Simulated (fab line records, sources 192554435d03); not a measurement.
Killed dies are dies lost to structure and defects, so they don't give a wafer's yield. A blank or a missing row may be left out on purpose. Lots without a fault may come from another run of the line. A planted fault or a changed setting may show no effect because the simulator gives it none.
Split-lot experiment | flow n5_finfet | 7 lots, 21 wafers read, on a route of 1938 steps

THE SPLIT
At N5_DUMMY_GATE_COAT_28 (time 60 s, resist thk 10 nm), the setting spin_rpm was moved away from the recipe's 1500 rpm on 12 of the 21 wafers read, by -6.9% to +5.1%. The other wafers ran this setting at the recipe's value.

The reading is taken at the split's own step.

THE READING
underlayer_of_DUMMY_GATE_COAT_28.thk_nm (the simulator's own value, which no gauge read), in nm, at N5_DUMMY_GATE_COAT_28 (time 60 s, resist thk 10 nm). The file gives no usual value for it.

wafer  | tool, chamber at the split | spin_rpm as run, rpm | against the recipe | underlayer_of_DUMMY_GATE_COAT_28.thk_nm, nm | against lot-mates on the recipe
L077.2 | litho_track-02, 0          | 1569                 | +4.6%              | 9.8                                         | -0.2
L077.6 | litho_track-02, 0          | 1569                 | +4.6%              | 9.8                                         | -0.2
L077.4 | litho_track-02, 0          | 1500                 | recipe             | 10                                          | -
L078.1 | litho_track-04, 0          | 1403                 | -6.5%              | 10.4                                        | no lot-mate on the recipe
L078.5 | litho_track-04, 0          | 1403                 | -6.5%              | 10.4                                        | no lot-mate on the recipe
L078.6 | litho_track-04, 0          | 1403                 | -6.5%              | 10.4                                        | no lot-mate on the recipe
L079.4 | litho_track-02, 0          | 1500                 | recipe             | 10                                          | -
L079.5 | litho_track-02, 0          | 1500                 | recipe             | 10                                          | -
L079.6 | litho_track-02, 0          | 1500                 | recipe             | 10                                          | -
L082.1 | litho_track-01, 0          | 1397                 | -6.9%              | 10.4                                        | +0.4
L082.4 | litho_track-01, 0          | 1397                 | -6.9%              | 10.4                                        | +0.4
L082.6 | litho_track-01, 0          | 1500                 | recipe             | 10                                          | -
L084.3 | litho_track-02, 0          | 1556                 | +3.7%              | 9.8                                         | -0.2
L084.4 | litho_track-02, 0          | 1556                 | +3.7%              | 9.8                                         | -0.2
L084.5 | litho_track-02, 0          | 1500                 | recipe             | 10                                          | -
L086.2 | litho_track-01, 0          | 1500                 | recipe             | 10                                          | -
L086.3 | litho_track-01, 0          | 1500                 | recipe             | 10                                          | -
L086.4 | litho_track-01, 0          | 1500                 | recipe             | 10                                          | -
L089.1 | litho_track-04, 0          | 1577                 | +5.1%              | 9.8                                         | no lot-mate on the recipe
L089.3 | litho_track-04, 0          | 1577                 | +5.1%              | 9.8                                         | no lot-mate on the recipe
L089.5 | litho_track-04, 0          | 1577                 | +5.1%              | 9.8                                         | no lot-mate on the recipe

THE FIT
A straight line over all 21 wafers: underlayer_of_DUMMY_GATE_COAT_28.thk_nm changes by -0.0532 nm for each +1% of spin_rpm; r = -0.99; the points scatter about the line by 0.031 nm.
The same after taking each lot's own level away (the mean of its wafers on the recipe; 15 wafers): -0.0538 nm for each +1%; r = -1.00; scatter 0.019 nm.
On that fit, the largest move of spin_rpm shifts the reading by 0.37 nm.
The lots' own levels span 10.00 to 10.00 nm.
So the lot-to-lot level changes the slope little: the two slopes agree.
Check: with one of the wafers moved furthest among these (-6.9%) left out of the fit, the line predicts +0.369 nm for it against its lot-mates. It came out at +0.4 nm against them.

OTHER SPLITS ON THESE WAFERS
These wafers also went through other splits before the reading. Each is held against what the fit with the lots' levels taken away leaves over:
other split on the same wafers | wafers away from the commonest value | r with underlayer_of_DUMMY_GATE_COAT_28.thk_nm (lot level and that fit taken away)
N5_FIN_CUT_COAT_02 spin_rpm    | 7                                    | -0.21

THE FILE'S OWN FIT
underlayer_of_DUMMY_GATE_COAT_28.thk_nm changes by -0.0537 nm for each +1% of spin_rpm, r = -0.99.
